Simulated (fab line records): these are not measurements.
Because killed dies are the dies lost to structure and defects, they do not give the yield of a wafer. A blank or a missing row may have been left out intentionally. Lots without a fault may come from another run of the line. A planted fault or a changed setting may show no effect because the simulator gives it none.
Which tool is to blame?    flow n5-finfet    12 lots (36 wafers sampled), 1 step of a 1938-step route

== WHAT THE GAUGES SHOWED, per wafer ==
N5_BEOL_M0_RS_MEAS_126: measurement is done with a four-point probe.
lot   measured      on             M0_RS (ohm/sq)
L075  day 6 11:24   film-metro-01  0.537 0.540 0.513
L078  day 6 23:48   film-metro-02  0.524 0.544 0.526
L079  day 7 08:59   film-metro-01  0.532 0.518 0.521
L081  day 7 18:44   film-metro-02  0.550 0.541 0.523
L083  day 8 01:20   film-metro-01  0.525 0.531 0.521
L085  day 8 16:58   film-metro-01  0.513 0.529 0.534
L087  day 9 07:56   film-metro-01  0.546 0.528 0.552
L088  day 9 19:14   film-metro-02  0.544 0.526 0.532
L091  day 10 07:29  film-metro-01  0.572 0.555 0.553
L093  day 10 22:43  film-metro-01  0.556 0.532 0.550
L095  day 11 11:35  film-metro-01  0.534 0.537 0.553
L097  day 11 23:05  film-metro-02  0.561 0.543 0.551

== EACH LOT AND THE TOOL THAT RAN IT (in order: tool; ch and the chambers of the sampled wafers; start) ==
The record shows no process step preceding these readings.

== THE ANSWER, worked out from the rows above alone ==
Rule: the usual values come from the lots themselves. Put in order of their means at a reading, lots are off if they are a third of the lots or fewer, leave a main group of 4 or more, and stand apart from it by a gap of 3 or more times the standard deviation of the main group's means; of several such gaps the widest counts. Not used: any main group whose means are identical at the precision the tables above print for the reading. Also off: a lot with no number at a reading for which 4 or more lots have one. Where the step has rows for the other lots, those lots are counted as sound.
None of the lots is off at any reading shown; this tells nothing.

== WHAT WAS PUT IN BY THE SIMULATOR ==
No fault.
